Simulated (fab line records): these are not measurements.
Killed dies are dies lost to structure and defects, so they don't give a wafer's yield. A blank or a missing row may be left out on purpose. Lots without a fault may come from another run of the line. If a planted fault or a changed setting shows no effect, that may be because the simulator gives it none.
Which tool did it? + flow nand harc + 22 lots with 66 wafers sampled at 3 steps, on a route of 1302 steps

== WHAT EACH GAUGE READ, for each wafer ==
NHARC_A_CHANNEL_FILL_D2_INSPECT_13.
| lot  | measured     | on                | raw defect count |
|------|--------------|-------------------|------------------|
| L074 | day 15 05:01 | defect inspect-01 | 291 389 528      |
| L076 | day 15 16:53 | defect inspect-02 | 308 458 386      |
| L075 | day 15 22:12 | defect inspect-01 | 326 224 304      |
| L078 | day 16 22:11 | defect inspect-02 | 454 298 315      |
| L079 | day 17 05:43 | defect inspect-02 | 512 449 526      |
| L080 | day 17 23:20 | defect inspect-01 | 243 385 359      |
| L081 | day 18 09:31 | defect inspect-02 | 279 173 272      |
| L083 | day 19 14:37 | defect inspect-02 | 487 407 467      |
| L084 | day 20 01:00 | defect inspect-02 | 257 281 290      |
| L085 | day 20 01:10 | defect inspect-01 | 477 370 462      |
| L086 | day 20 18:32 | defect inspect-02 | 212 264 241      |
| L087 | day 21 09:47 | defect inspect-01 | 403 299 337      |
| L088 | day 21 18:56 | defect inspect-02 | 435 624 466      |
| L089 | day 21 18:56 | defect inspect-01 | 315 258 422      |
| L090 | day 22 06:31 | defect inspect-02 | 341 288 349      |
| L091 | day 22 06:41 | defect inspect-02 | 376 316 587      |
| L092 | day 22 18:25 | defect inspect-02 | 349 369 329      |
| L093 | day 23 19:08 | defect inspect-01 | 176 312 324      |
| L094 | day 24 12:17 | defect inspect-02 | 433 527 386      |
| L097 | day 24 20:25 | defect inspect-02 | 258 275 233      |
| L095 | day 24 20:25 | defect inspect-01 | 558 585 502      |
| L096 | day 25 02:25 | defect inspect-01 | 618 275 309      |

== TOOL THAT RAN EACH LOT (tool first, then ch and the chambers of the sampled wafers, then the start) ==
| lot  | NHARC_A_CHANNEL_HOLE_D2_ETCH_19  | NHARC_A_CHANNEL_HOLE_D2_ETCH_21  |
|------|----------------------------------|----------------------------------|
| L074 | har etch-01 ch 0,1, day 12 22:47 | har etch-01 ch 0,1, day 12 23:12 |
| L076 | har etch-01 ch 0,1, day 13 10:41 | har etch-01 ch 0,1, day 13 11:10 |
| L075 | har etch-01 ch 0,1, day 13 14:52 | har etch-01 ch 0,1, day 13 15:24 |
| L078 | har etch-01 ch 0,1, day 14 16:43 | har etch-01 ch 0,1, day 14 17:09 |
| L079 | har etch-02 ch 0,1, day 14 23:53 | har etch-02 ch 0,1, day 15 00:19 |
| L080 | har etch-01 ch 0,1, day 15 16:34 | har etch-01 ch 0,1, day 15 16:59 |
| L081 | har etch-01 ch 0,1, day 16 00:34 | har etch-01 ch 0,1, day 16 01:09 |
| L083 | har etch-01 ch 0,1, day 17 07:59 | har etch-01 ch 0,1, day 17 08:28 |
| L084 | har etch-02 ch 0,1, day 17 18:53 | har etch-02 ch 0,1, day 17 19:29 |
| L085 | har etch-01 ch 0,1, day 17 19:45 | har etch-01 ch 0,1, day 17 20:10 |
| L086 | har etch-02 ch 0,1, day 18 11:55 | har etch-02 ch 0,1, day 18 12:26 |
| L087 | har etch-02 ch 0,1, day 19 03:42 | har etch-02 ch 0,1, day 19 04:11 |
| L088 | har etch-02 ch 0,1, day 19 10:55 | har etch-02 ch 0,1, day 19 11:21 |
| L089 | har etch-01 ch 0,1, day 19 13:19 | har etch-01 ch 0,1, day 19 13:52 |
| L090 | har etch-02 ch 0,1, day 19 23:04 | har etch-02 ch 0,1, day 19 23:35 |
| L091 | har etch-02 ch 0,1, day 20 03:12 | har etch-02 ch 0,1, day 20 03:38 |
| L092 | har etch-01 ch 0,1, day 20 12:50 | har etch-01 ch 0,1, day 20 13:23 |
| L093 | har etch-01 ch 0,1, day 21 12:37 | har etch-01 ch 0,1, day 21 13:10 |
| L094 | har etch-01 ch 0,1, day 22 04:44 | har etch-01 ch 0,1, day 22 05:10 |
| L097 | har etch-02 ch 0,1, day 22 15:01 | har etch-02 ch 0,1, day 22 15:33 |
| L095 | har etch-01 ch 0,1, day 22 15:42 | har etch-01 ch 0,1, day 22 16:14 |
| L096 | har etch-02 ch 0,1, day 22 19:09 | har etch-02 ch 0,1, day 22 19:34 |
- NHARC_A_CHANNEL_HOLE_D2_ETCH_19: etches the open film in C4F8/O2/Ar, time 34.5 s.
- NHARC_A_CHANNEL_HOLE_D2_ETCH_21: etches the open film in C4F8/O2/Ar, time 514.3 s, target depth 1600 nm.

== WHAT THE TOOLS THEMSELVES READ (means of the sampled wafers that have a number; where no wafer has one, the mark that the record gives instead) ==
NHARC_A_CHANNEL_HOLE_D2_ETCH_19.
| lot  | tool        | c4f8 flow sccm (sccm) | drypump motor current A (A) | mfc ar sccm (sccm) | oes air line au (a.u.) | showerhead plenum p Torr (Torr) | throttle valve pct (%) |
|------|-------------|-----------------------|-----------------------------|--------------------|------------------------|---------------------------------|------------------------|
| L074 | har etch-01 | 28.73                 | 5.7                         | 375.3              | 1.019                  | 3.75                            | 37.043                 |
| L076 | har etch-01 | 28.80                 | 5.7                         | 374.4              | 1.003                  | 3.74                            | 37.045                 |
| L075 | har etch-01 | 28.89                 | 5.7                         | 374.5              | 1.002                  | 3.74                            | 37.035                 |
| L078 | har etch-01 | 28.78                 | 5.7                         | 375.0              | 0.990                  | 3.73                            | 37.038                 |
| L079 | har etch-02 | 28.81                 | 6.5                         | 375.4              | 0.994                  | 3.80                            | 37.033                 |
| L080 | har etch-01 | 28.80                 | 5.7                         | 375.2              | 0.978                  | 3.72                            | 37.040                 |
| L081 | har etch-01 | 28.76                 | 5.7                         | 375.4              | 0.986                  | 3.72                            | 37.034                 |
| L083 | har etch-01 | 28.84                 | 5.7                         | 374.6              | 1.011                  | 3.71                            | 37.042                 |
| L084 | har etch-02 | 28.78                 | 6.5                         | 375.9              | 0.990                  | 3.78                            | 37.024                 |
| L085 | har etch-01 | 28.70                 | 5.7                         | 375.9              | 1.008                  | 3.71                            | 37.029                 |
| L086 | har etch-02 | 28.79                 | 6.5                         | 375.3              | 1.010                  | 3.78                            | 37.026                 |
| L087 | har etch-02 | 28.84                 | 6.3                         | 375.8              | 1.008                  | 3.86                            | 37.032                 |
| L088 | har etch-02 | 28.79                 | 6.3                         | 375.4              | 1.044                  | 3.86                            | 37.050                 |
| L089 | har etch-01 | 28.78                 | 5.3                         | 375.6              | 0.993                  | 3.69                            | 37.035                 |
| L090 | har etch-02 | 28.91                 | 6.5                         | 375.1              | 1.005                  | 3.76                            | 37.041                 |
| L091 | har etch-02 | 28.77                 | 6.5                         | 374.4              | 0.985                  | 3.76                            | 37.031                 |
| L092 | har etch-01 | 28.79                 | 5.7                         | 375.4              | 1.008                  | 3.68                            | 37.042                 |
| L093 | har etch-01 | 28.65                 | 5.4                         | 374.5              | 1.004                  | 3.68                            | 37.043                 |
| L094 | har etch-01 | 28.83                 | 5.4                         | 375.3              | 1.010                  | 3.67                            | 37.034                 |
| L097 | har etch-02 | 28.77                 | 6.5                         | 375.2              | 1.022                  | 3.75                            | 37.031                 |
| L095 | har etch-01 | 28.72                 | 5.7                         | 375.8              | 1.004                  | 3.67                            | 37.039                 |
| L096 | har etch-02 | 28.80                 | 6.3                         | 375.7              | 0.998                  | 3.83                            | 37.043                 |

NHARC_A_CHANNEL_HOLE_D2_ETCH_21.
| lot  | tool        | c4f8 flow sccm (sccm) | drypump motor current A (A) | mfc ar sccm (sccm) | oes air line au (a.u.) | showerhead plenum p Torr (Torr) | throttle valve pct (%) |
|------|-------------|-----------------------|-----------------------------|--------------------|------------------------|---------------------------------|------------------------|
| L074 | har etch-01 | 89.33                 | 5.6                         | 374.3              | 0.992                  | 3.71                            | 32.155                 |
| L076 | har etch-01 | 89.24                 | 5.7                         | 375.6              | 1.013                  | 3.70                            | 32.156                 |
| L075 | har etch-01 | 89.59                 | 5.7                         | 373.9              | 1.017                  | 3.70                            | 32.153                 |
| L078 | har etch-01 | 89.20                 | 5.7                         | 373.8              | 1.005                  | 3.69                            | 32.158                 |
| L079 | har etch-02 | 89.47                 | 6.5                         | 373.6              | 0.989                  | 3.76                            | 32.159                 |
| L080 | har etch-01 | 89.35                 | 5.7                         | 373.7              | 0.990                  | 3.68                            | 32.159                 |
| L081 | har etch-01 | 89.34                 | 5.7                         | 374.4              | 0.997                  | 3.68                            | 32.154                 |
| L083 | har etch-01 | 89.55                 | 5.7                         | 374.4              | 0.987                  | 3.67                            | 32.153                 |
| L084 | har etch-02 | 89.31                 | 6.5                         | 375.2              | 0.985                  | 3.74                            | 32.151                 |
| L085 | har etch-01 | 89.29                 | 5.7                         | 374.0              | 0.952                  | 3.67                            | 32.156                 |
| L086 | har etch-02 | 89.03                 | 6.5                         | 374.9              | 1.006                  | 3.73                            | 32.160                 |
| L087 | har etch-02 | 89.28                 | 6.3                         | 374.9              | 0.987                  | 3.81                            | 32.153                 |
| L088 | har etch-02 | 89.35                 | 6.3                         | 374.7              | 0.982                  | 3.81                            | 32.161                 |
| L089 | har etch-01 | 89.40                 | 5.3                         | 375.5              | 0.997                  | 3.65                            | 32.153                 |
| L090 | har etch-02 | 89.46                 | 6.5                         | 376.7              | 1.000                  | 3.72                            | 32.152                 |
| L091 | har etch-02 | 89.26                 | 6.5                         | 374.0              | 1.005                  | 3.72                            | 32.155                 |
| L092 | har etch-01 | 89.29                 | 5.6                         | 376.5              | 0.981                  | 3.64                            | 32.154                 |
| L093 | har etch-01 | 89.34                 | 5.4                         | 375.1              | 0.985                  | 3.64                            | 32.153                 |
| L094 | har etch-01 | 89.53                 | 5.3                         | 374.7              | 0.987                  | 3.63                            | 32.148                 |
| L097 | har etch-02 | 89.21                 | 6.5                         | 375.5              | 1.000                  | 3.70                            | 32.154                 |
| L095 | har etch-01 | 89.61                 | 5.7                         | 374.9              | 0.997                  | 3.63                            | 32.153                 |
| L096 | har etch-02 | 89.30                 | 6.3                         | 375.7              | 1.009                  | 3.78                            | 32.159                 |

== THE ANSWER, worked out from the rows above alone ==
Rule: what is usual is taken from the lots themselves. The widest of any qualifying gaps counts: lots, ordered by their means at a reading, are off when they make up no more than a third of the lots, leave a main group of 4 or more, and stand apart from it by 3 or more times the standard deviation of that group's means. If all means in a main group match to the digits the tables above print for the reading, that group is not used. Also off: a lot with no number at a reading for which 4 or more lots have one. Where the step has rows for the other lots, those lots are counted as sound. After the gauges, taken in route order, come the tools' own readings; for these a lot's mean is taken, as printed above. At the first step where some lot is off, the reading lying furthest off is the one used; lots without a number count as furthest.
Nothing can be told from this: no lot is off at any reading shown.

== WHAT THE SIMULATOR PUT IN ==
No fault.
